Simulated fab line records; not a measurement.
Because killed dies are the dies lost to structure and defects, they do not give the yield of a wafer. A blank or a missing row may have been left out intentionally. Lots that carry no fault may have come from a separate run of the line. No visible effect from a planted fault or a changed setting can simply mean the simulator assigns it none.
Matching of chambers    flow n5 finfet    N5_BEOL_M14_ILD_DEP_00 on pecvd-02: 3 sister chambers
The step deposits SiO2 from TEOS/O2, target thk 1119.3 nm, time 237.4 s. 14 wafers are shown with their chamber, then 7 later ones without.

## WAFERS WITH THEIR CHAMBER
wafer   chamber  throttle valve pct (%)  showerhead plenum p Torr (Torr)  heater power w (W)
L076.2  0        20.2                    8.33                             502
L076.4  2        18.4                    8.36                             413
L076.6  0        20.3                    8.34                             537
L080.1  0        20.2                    8.34                             542
L080.5  0        20.6                    8.33                             396
L080.6  1        18.8                    8.36                             480
L085.1  1        18.8                    8.37                             604
L085.2  0        20.0                    8.36                             480
L085.6  2        18.3                    8.35                             407
L088.3  1        18.8                    8.37                             479
L088.5  0        20.1                    8.32                             408
L088.6  1        18.8                    8.37                             557
L090.2  1        19.0                    8.38                             491
L090.4  0        20.3                    8.36                             487

SIGNATURES (means of the wafers above)
reading                   chamber 0  chamber 1  chamber 2  scatter within a chamber
throttle valve pct        20.243     18.840     18.350     0.152
showerhead plenum p Torr  8.3400     8.3700     8.3550     0.0122
heater power w            478.86     522.20     410.00     54.3
Rule: for each reading, subtract the chamber's mean from the wafer's reading, divide by that reading's scatter and square the result; add these up over the readings and take the root, which gives the wafer's distance from the chamber. If the next closest chamber is less than 2 further off than the closest, the wafer can't be placed; otherwise it belongs to the closest. The scatter is the square root of a quotient: the sum, over the shown wafers, of each reading's squared deviation from its chamber's mean, divided by wafers minus chambers.

## WAFERS WITHOUT THEIR CHAMBER
wafer   throttle valve pct (%)  showerhead plenum p Torr (Torr)  heater power w (W)
L090.6  19.0                    8.37                             567
L094.2  18.3                    8.36                             543
L094.3  18.7                    8.38                             537
L094.5  18.8                    8.37                             575
L093.1  18.6                    8.36                             617
L093.2  18.3                    8.34                             465
L093.3  20.2                    8.33                             526

## CHAMBER TAKEN BY EACH
wafer   from the rows above      in truth
L090.6  1                        1
L094.2  can't be placed: 2 or 1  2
L094.3  1                        1
L094.5  1                        1
L093.1  can't be placed: 1 or 2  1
L093.2  2                        2
L093.3  0                        0
Correct placement for 5 of the 7. Can't be placed from these rows: 2 (the true chamber is among the candidates in 2). Placed wrongly: 0.
